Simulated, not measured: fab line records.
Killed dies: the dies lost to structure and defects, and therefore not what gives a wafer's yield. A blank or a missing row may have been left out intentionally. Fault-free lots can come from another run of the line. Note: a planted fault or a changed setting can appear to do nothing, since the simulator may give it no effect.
fab line records	flow nand-harc
record lots=13	wafers=39	last-day=34
route steps=1302 shown P_M1@300 P_M2@323 END@1302
lots that met no fault: from a run of the same line without faults
start-h: the number of hours between the record's first day and the start of the first shown wafer of the lot	wait-h: hours elapsed since this lot's preceding step	" identical to the entry in the row above	L1.1+2: a single row standing in for several wafers	- value missing, or start not given	* or withheld: withheld	< > ~ a bound
route shown NAME@n: a module of which the file shows steps, and the number in the route of the first	usual: mean/standard deviation taken from wafers without a fault	same: alike in all rows	chamber/n: place in a boat	sites: each site's reading	_std_site: their standard deviation	_edge_site: the outer-site mean with the inner-site mean subtracted	radius-mm: for every site, how far away it sits from the centre of the wafer	mask NAME#n: copy n	behind: the most recent tool/chamber to have shaped the wafer	hold: cause of the lot's hold/its duration in hours/its outcome	device: whichever transistor did not switch (one of n, p or np)	end of line: tests run on the same wafers once the route is complete	step lacking rows: just its recipe	killed: count of dies lost to structure and defects at first sort (not the wafer's yield)	map: a wafer's dies, x killed, . not, _ none there
set.NAME: setting as actually run; set.NAME@STEP: the setting as run at that earlier step	model.NAME: the simulator's own value behind a step, which no gauge read
the route's steps for a sample of lots (tables are steps, rows are wafers)
services: from which hour (start-h, from the record's first day; less than 0 if before it) a tool's chamber was out of use, for how many hours, and why
## steps
# step NHARC_P_M1_ETCH_15
# recipe target-depth-a=1825	time-s=91.2	c4f8-flow-sccm=withheld	ar-flow-sccm=400	rf-w=600	bias-w=300	chemistry=C4F8/Ar
# usual oes-product-au=0.963/0.019	rf-vpp-V=439.7/2.6
lot.wafer	tool	chamber	start-h	wait-h	oes-product-au	rf-hours-counter-h	rf-vpp-V
L289.4	rie-diel-09	0	-	-	0.959	49	443.5
L289.5	"	0	"	"	0.956	-	444.8
L289.6	"	1	"	"	0.963	-	439.9
L290.3	rie-diel-07	3	-	-	0.976	0	437.9
L290.4	"	1	"	"	0.955	0	437.6
L290.6	"	3	"	"	0.975	-	438.1
L291.1	rie-diel-09	0	-	-	0.973	1	444.0
L291.4	"	2	"	"	0.951	2	440.6
L291.5	"	3	"	"	0.972	-	446.3
L292.4	rie-diel-07	0	-	-	0.983	2	442.6
L292.6	"	2	"	"	0.949	-	442.0
L292.5	"	3	"	"	0.958	-	437.2
L293.1	rie-diel-07	3	-	-	0.956	2	437.5
L293.5	"	3	"	"	0.957	-	437.9
L293.4	"	1	"	"	0.973	-	436.6
L294.3	rie-diel-07	3	-	-	0.918	4	437.5
L294.4	"	3	"	"	0.915	-	438.7
L294.6	"	1	"	"	0.935	-	437.2
L295.2	rie-diel-07	3	-	-	0.963	5	437.6
L295.3	"	2	"	"	0.988	4	441.2
L295.6	"	2	"	"	0.982	-	441.1
L296.1	rie-diel-05	2	-	-	0.940	13	436.8
L296.3	"	3	"	"	0.933	13	441.0
L296.5	"	0	"	"	0.972	-	442.3
L299.1	rie-diel-05	0	-	-	0.998	0	443.2
L299.4	"	2	"	"	0.950	0	436.7
L299.2	"	3	"	"	0.960	0	441.6
L300.1	rie-diel-05	2	-	-	0.959	0	437.3
L300.5	"	2	"	"	0.973	-	438.8
L300.6	"	3	"	"	0.961	-	440.7
L306.1	rie-diel-05	3	-	-	0.956	7	441.3
L306.2	"	0	"	"	0.975	6	443.2
L306.3	"	1	"	"	0.986	6	437.5
L307.1	rie-diel-05	0	-	-	0.955	7	443.0
L307.4	"	1	"	"	0.951	6	437.6
L307.6	"	1	"	"	0.952	-	437.1
L311.4	rie-diel-07	2	-	-	0.995	2	441.1
L311.5	"	2	"	"	1.005	-	441.5
L311.6	"	3	"	"	0.972	-	437.6
# step NHARC_P_M1_CMP_23
# recipe t-overpolish-s=20	target-thk-nm=157.82
# usual motor-current-A=11.4/1.2	retaining-ring-pressure-frac=0.999/0.0047	time-to-endpoint-s=28.8/2.5
lot.wafer	tool	chamber	start-h	wait-h	motor-current-A	retaining-ring-pressure-frac	time-to-endpoint-s
L289.4	cmp-04	1	140.17	-	11.6	1.006	25.4
L289.5	"	2	"	"	10.1	1.008	26.3
L289.6	"	3	"	"	12.1	1.000	27.0
L290.4	cmp-04	2	145.30	-	10.0	1.001	27.0
L290.3	"	0	"	"	9.4	1.002	30.5
L290.6	"	2	"	"	10.0	1.003	27.0
L291.1	cmp-02	1	157.28	-	10.5	1.003	30.2
L291.4	"	2	"	"	11.9	0.999	27.3
L291.5	"	0	"	"	13.3	0.999	32.4
L292.4	cmp-01	3	168.78	-	12.4	0.995	26.8
L292.5	"	3	"	"	12.3	1.005	26.9
L292.6	"	0	"	"	11.1	0.997	30.3
L293.4	cmp-02	1	176.46	-	10.7	1.009	31.0
L293.1	"	2	"	"	11.6	1.000	27.5
L293.5	"	0	"	"	12.8	0.993	31.7
L294.4	cmp-04	2	189.40	-	10.4	0.995	24.6
L294.3	"	3	"	"	12.2	0.994	23.3
L294.6	"	3	"	"	12.0	0.995	21.2
L295.3	cmp-04	2	203.54	-	9.5	1.002	27.1
L295.2	"	3	"	"	11.0	0.997	27.3
L295.6	"	3	"	"	11.4	1.008	28.1
L296.1	cmp-04	2	209.44	-	10.3	0.997	24.6
L296.3	"	1	"	"	11.8	0.996	25.7
L296.5	"	2	"	"	10.3	0.993	25.1
L299.2	cmp-04	1	249.83	-	11.3	1.000	31.9
L299.4	"	2	"	"	10.2	1.005	31.9
L299.1	"	0	"	"	9.5	0.994	32.8
L300.1	cmp-01	1	251.06	-	12.2	1.003	30.4
L300.5	"	3	"	"	13.7	0.998	30.7
L300.6	"	0	"	"	10.8	1.000	28.0
L306.1	cmp-01	2	311.71	-	10.7	1.005	28.7
L306.2	"	3	"	"	12.2	1.002	26.4
L306.3	"	0	"	"	11.1	1.007	28.8
L307.1	cmp-04	1	320.62	-	11.8	1.001	29.3
L307.4	"	3	"	"	11.6	1.000	27.7
L307.6	"	1	"	"	11.5	1.001	29.0
L311.4	cmp-02	2	356.85	-	11.6	0.999	27.9
L311.6	"	3	"	"	12.8	1.004	31.8
L311.5	"	0	"	"	14.2	1.007	32.0
# step NHARC_P_M1_THK_MEAS_24
# recipe thk-meas-gauge=xrf
# usual thk-nm=157.8/1.4
lot.wafer	tool	chamber	start-h	wait-h	thk-nm
L289.4	film-metro-02	-	140.40	-	159.0
L289.5	"	-	"	"	159.2
L289.6	"	-	"	"	160.2
L290.3	film-metro-01	-	145.62	-	157.0
L290.4	"	-	"	"	155.3
L290.6	"	-	"	"	155.4
L291.1	film-metro-01	-	157.54	-	157.8
L291.4	"	-	"	"	156.5
L291.5	"	-	"	"	158.4
L292.4	film-metro-01	-	169.10	-	158.7
L292.5	"	-	"	"	157.3
L292.6	"	-	"	"	156.0
L293.1	film-metro-01	-	176.71	-	154.7
L293.4	"	-	"	"	157.5
L293.5	"	-	"	"	157.4
L294.3	film-metro-02	-	189.71	-	157.0
L294.4	"	-	"	"	155.6
L294.6	"	-	"	"	157.1
L295.2	film-metro-01	-	203.86	-	157.3
L295.3	"	-	"	"	157.9
L295.6	"	-	"	"	157.4
L296.1	film-metro-02	-	209.75	-	158.5
L296.3	"	-	"	"	157.6
L296.5	"	-	"	"	160.1
L299.1	film-metro-02	-	250.15	-	157.0
L299.2	"	-	"	"	157.1
L299.4	"	-	"	"	157.1
L300.1	film-metro-01	-	251.32	-	160.2
L300.5	"	-	"	"	159.4
L300.6	"	-	"	"	157.7
L306.1	film-metro-01	-	312.03	-	158.8
L306.2	"	-	"	"	157.0
L306.3	"	-	"	"	158.7
L307.1	film-metro-02	-	320.91	-	156.9
L307.4	"	-	"	"	157.0
L307.6	"	-	"	"	156.3
L311.4	film-metro-01	-	357.09	-	156.1
L311.5	"	-	"	"	158.5
L311.6	"	-	"	"	156.7
# step NHARC_P_M2_SOFTBAKE_04
# recipe temp-c=105	time-s=55
# usual heater-power-total-W=188.45/0.13	plate-temp-C=105.00/0.14
lot.wafer	tool	chamber	start-h	wait-h	heater-power-total-W	plate-temp-C
L289.4	litho-track-06	0	141	-	188.29	105.00
L289.5	"	0	"	"	188.32	105.22
L289.6	"	0	"	"	188.44	105.18
L290.3	litho-track-01	0	146	-	188.46	105.08
L290.4	"	0	"	"	188.55	105.18
L290.6	"	0	"	"	188.35	104.98
L291.1	litho-track-04	0	158	-	188.48	104.80
L291.4	"	0	"	"	188.39	105.10
L291.5	"	0	"	"	188.50	105.25
L292.4	litho-track-01	0	170	-	188.39	105.23
L292.5	"	0	"	"	188.46	105.25
L292.6	"	0	"	"	188.32	105.16
L293.1	litho-track-04	0	177	-	188.41	105.14
L293.4	"	0	"	"	188.51	105.15
L293.5	"	0	"	"	188.46	104.94
L294.3	litho-track-04	0	190	-	188.36	105.13
L294.4	"	0	"	"	188.30	104.94
L294.6	"	0	"	"	188.75	105.02
L295.2	litho-track-01	0	204	-	188.43	104.99
L295.3	"	0	"	"	188.67	105.13
L295.6	"	0	"	"	188.29	105.09
L296.1	litho-track-04	0	210	-	188.33	104.83
L296.3	"	0	"	"	188.46	104.80
L296.5	"	0	"	"	188.45	104.86
L299.1	litho-track-06	0	251	-	188.43	104.72
L299.2	"	0	"	"	188.51	105.03
L299.4	"	0	"	"	188.73	104.90
L300.1	litho-track-06	0	252	-	188.48	104.92
L300.5	"	0	"	"	188.36	104.94
L300.6	"	0	"	"	188.34	104.98
L306.1	litho-track-06	0	313	-	190.89	106.19
L306.2	"	0	"	"	191.26	106.11
L306.3	"	0	"	"	190.89	106.18
L307.1	litho-track-06	0	322	-	190.87	105.91
L307.4	"	0	"	"	190.93	105.96
L307.6	"	0	"	"	190.83	105.89
L311.4	litho-track-01	0	358	-	188.47	104.80
L311.5	"	0	"	"	188.38	104.91
L311.6	"	0	"	"	188.37	104.93
# step NHARC_END_SORT_01
# recipe temp-c=25
# usual defect-limited-yield=91.2/2.8	killed-at-array=56/19	killed-at-other=0.8/1.1	killed-at-periphery=3.4/2.5	killed-dies=60/19	killed-open=2.9/1.7	killed-short=2.4/1.6
# same gross-dies=677
lot.wafer	tool	chamber	start-h	wait-h	defect-limited-yield[%]	killed-at-array	killed-at-other	killed-at-periphery	killed-dies	killed-open	killed-short
L289.4	prober-01	0	577.29	3.4	90.7	60	0	3	63	1	2
L289.5	prober-01	0	578.09	3.7	87.6	80	0	4	84	5	6
L289.6	prober-01	0	578.88	4.0	90.7	61	0	2	63	0	1
L290.3	prober-01	0	585.06	3.1	91.3	56	1	2	59	3	1
L290.4	prober-01	0	585.86	3.4	89.5	67	0	4	71	2	2
L290.6	prober-01	0	587.47	4.0	89.7	70	0	0	70	2	3
L296.1	prober-02	0	649.13	2.5	85.7	94	0	3	97	4	2
L296.3	prober-02	0	650.75	3.1	86.0	93	0	2	95	2	1
L296.5	prober-02	0	652.37	3.7	83.9	104	0	5	109	5	3
L300.1	prober-02	0	681.30	2.5	92.6	48	0	2	50	2	0
L300.5	prober-02	0	684.45	3.7	92.0	50	0	4	54	2	0
L300.6	prober-02	0	685.24	3.9	90.4	59	0	6	65	3	3
L299.1	prober-01	0	681.31	2.5	92.0	48	0	6	54	1	1
L299.2	prober-01	0	682.12	2.8	91.1	51	1	8	60	5	0
L299.4	prober-01	0	683.74	3.4	92.5	48	0	3	51	0	3
# killed by level:class
L289.4 A_SLIT:chamber-film-flake=24 A_CHANNEL_HOLE_D2:chamber-film-flake=17 A_STAIRCASE:chamber-film-flake=4 A_WL_FILL:chamber-film-flake=4 P_M1:chamber-film-flake=3 A_CONTACT:chamber-film-flake=3 A_CHANNEL_FILL_D1:chamber-film-flake=2 A_BONDPAD:chamber-film-flake=2
L289.5 A_SLIT:chamber-film-flake=30 A_CHANNEL_HOLE_D2:chamber-film-flake=28 A_STAIRCASE:chamber-film-flake=3 A_WL_FILL:chamber-film-flake=3 A_SGD_CUT:geometric-particle:short=2 A_WL_FILL:geometric-particle:short=2 A_M0:geometric-particle:open=2 P_M1:chamber-film-flake=2
L289.6 A_SLIT:chamber-film-flake=28 A_CHANNEL_HOLE_D2:chamber-film-flake=26 A_CONTACT:chamber-film-flake=3 P_M1:chamber-film-flake=2 A_CHANNEL_HOLE_D1:geometric-particle:short=1 A_ZERO_WELL:chamber-film-flake=1 A_STAIRCASE:chamber-film-flake=1 A_WL_FILL:chamber-film-flake=1
L290.3 A_CHANNEL_HOLE_D1:chamber-film-flake=22 A_SLIT:chamber-film-flake=20 A_CHANNEL_HOLE_D2:chamber-film-flake=4 A_STAIRCASE:chamber-film-flake=2 A_CONTACT:chamber-film-flake=2 A_M1:chamber-film-flake=2 P_BONDPAD:geometric-particle:open=1 A_DECK1_JOINT:geometric-particle:open=1
L290.4 A_SLIT:chamber-film-flake=26 A_CHANNEL_HOLE_D1:chamber-film-flake=25 A_CHANNEL_HOLE_D2:chamber-film-flake=6 P_M1:chamber-film-flake=3 A_M1:chamber-film-flake=2 P_STI:geometric-particle:short=1 A_ONON_D1:geometric-particle:short=1 A_DECK1_JOINT:geometric-particle:open=1
L290.6 A_CHANNEL_HOLE_D1:chamber-film-flake=23 A_SLIT:chamber-film-flake=19 A_CHANNEL_HOLE_D2:chamber-film-flake=8 A_M1:chamber-film-flake=7 A_CONTACT:unspecified=3 A_STAIRCASE:chamber-film-flake=2 A_CONTACT:chamber-film-flake=2 A_ONON_D1:geometric-particle:open=1
L296.1 A_SLIT:chamber-film-flake=33 A_CHANNEL_HOLE_D1:chamber-film-flake=29 A_CHANNEL_HOLE_D2:chamber-film-flake=23 P_CONTACT:chamber-film-flake=2 A_DECK1_JOINT:chamber-film-flake=2 P_M0:geometric-particle:open=1 A_ONON_D1:geometric-particle:open=1 A_ONON_D1:geometric-particle:short=1
L296.3 A_SLIT:chamber-film-flake=36 A_CHANNEL_HOLE_D1:chamber-film-flake=26 A_CHANNEL_HOLE_D2:chamber-film-flake=22 A_STAIRCASE:chamber-film-flake=3 A_CONTACT:chamber-film-flake=2 P_M0:geometric-particle:open=1 A_DECK1_JOINT:geometric-particle:open=1 A_CHANNEL_FILL_D2:geometric-particle:short=1
L296.5 A_SLIT:chamber-film-flake=36 A_CHANNEL_HOLE_D1:chamber-film-flake=30 A_CHANNEL_HOLE_D2:chamber-film-flake=27 A_BLC:geometric-particle:open=2 A_CONTACT:chamber-film-flake=2 P_CONTACT:geometric-particle:short=1 P_CONTACT:geometric-particle:open=1 A_CHANNEL_HOLE_D2:geometric-particle:short=1
L300.1 A_CHANNEL_HOLE_D1:chamber-film-flake=23 A_CHANNEL_HOLE_D2:chamber-film-flake=18 A_SLIT:chamber-film-flake=2 A_CHANNEL_FILL_D2:geometric-particle:open=1 A_CHANNEL_HOLE_D1:geometric-particle:open=1 P_ZERO_WELL:chamber-film-flake=1 P_M1:chamber-film-flake=1 A_DECK1_JOINT:chamber-film-flake=1
L299.1 A_SLIT:chamber-film-flake=27 A_CONTACT:chamber-film-flake=9 A_CHANNEL_HOLE_D1:chamber-film-flake=6 P_M2:chamber-film-flake=5 A_WL_FILL:chamber-film-flake=2 P_CONTACT:geometric-particle:short=1 A_CHANNEL_FILL_D1:geometric-particle:open=1 A_CHANNEL_FILL_D1:chamber-film-flake=1
L299.2 A_SLIT:chamber-film-flake=25 A_CHANNEL_HOLE_D1:chamber-film-flake=8 A_CONTACT:chamber-film-flake=8 P_M2:chamber-film-flake=5 A_CHANNEL_FILL_D2:chamber-film-flake=4 A_WL_FILL:chamber-film-flake=2 P_M0:geometric-particle:open=1 A_ONON_D1:geometric-particle:open=1
L299.4 A_SLIT:chamber-film-flake=32 A_CHANNEL_HOLE_D1:chamber-film-flake=7 A_CONTACT:chamber-film-flake=5 P_M2:chamber-film-flake=2 P_M1:geometric-particle:short=1 A_SGD_CUT:geometric-particle:short=1 A_M0:geometric-particle:short=1 A_CHANNEL_FILL_D1:chamber-film-flake=1
L300.5 A_CHANNEL_HOLE_D1:chamber-film-flake=27 A_CHANNEL_HOLE_D2:chamber-film-flake=17 A_SLIT:chamber-film-flake=3 A_CONTACT:chamber-film-flake=2 P_GATE:geometric-particle:open=1 P_CONTACT:geometric-particle:open=1 P_ZERO_WELL:chamber-film-flake=1 P_GATE:chamber-film-flake=1
L300.6 A_CHANNEL_HOLE_D1:chamber-film-flake=28 A_CHANNEL_HOLE_D2:chamber-film-flake=15 A_SLIT:chamber-film-flake=5 A_CONTACT:chamber-film-flake=5 P_GATE:chamber-film-flake=2 P_STI:geometric-particle:short=1 A_CHANNEL_FILL_D1:geometric-particle:short=1 A_DECK1_JOINT:geometric-particle:open=1
## services
tool	chamber	start-h	hours	kind
cmp-04	-	114.37	4.0	pm
rie-diel-07	-	129.18	9.0	pm
cmp-02	-	134.55	4.0	pm
cmp-01	-	139.18	4.7	repair
litho-track-01	-	155.00	7.0	pm
rie-diel-07	2	160.20	5.7	repair
rie-diel-07	0	166.78	35.2	repair
rie-diel-05	-	171.47	5.2	repair
cmp-04	-	173.30	0.6	repair
litho-track-06	-	179.00	7.0	pm
cmp-01	-	185.50	4.0	pm
rie-diel-07	2	196.63	1.9	repair
cmp-01	-	198.83	3.5	repair
litho-track-04	-	203.00	7.0	pm
cmp-04	-	212.37	4.0	pm
cmp-02	-	225.57	1.0	repair
rie-diel-05	-	229.60	9.0	pm
cmp-02	-	232.55	4.0	pm
rie-diel-07	-	306.18	9.0	pm
cmp-04	-	310.37	4.0	pm
cmp-04	-	315.08	0.7	repair
litho-track-01	-	330.00	7.0	pm
rie-diel-05	0	335.23	14.1	repair
litho-track-06	-	354.00	7.0	pm
## key
first-sign step=NHARC_P_M2_SOFTBAKE_04	reading=heater-power-total-W	direction=up	sigmas=20	usual=*	struck=*
effect step=NHARC_P_M2_SOFTBAKE_04	reading=plate-temp-C	direction=up	sigmas=7.6	usual=*	struck=*
met-at NHARC_P_M2_SOFTBAKE_04
struck-lots L306,L307
not-acting-at NHARC_P_M1_ETCH_15,NHARC_P_M1_CMP_23,NHARC_P_M1_THK_MEAS_24
onset-between 252 313
fault kind=process-parameter-drift	tool=litho-track-06	chamber=-	onset-h=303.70	steps=NHARC_P_M2_SOFTBAKE_04	channel=temp-c	offset=*	shape=step	end-h=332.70	acts-in=*	stated=*
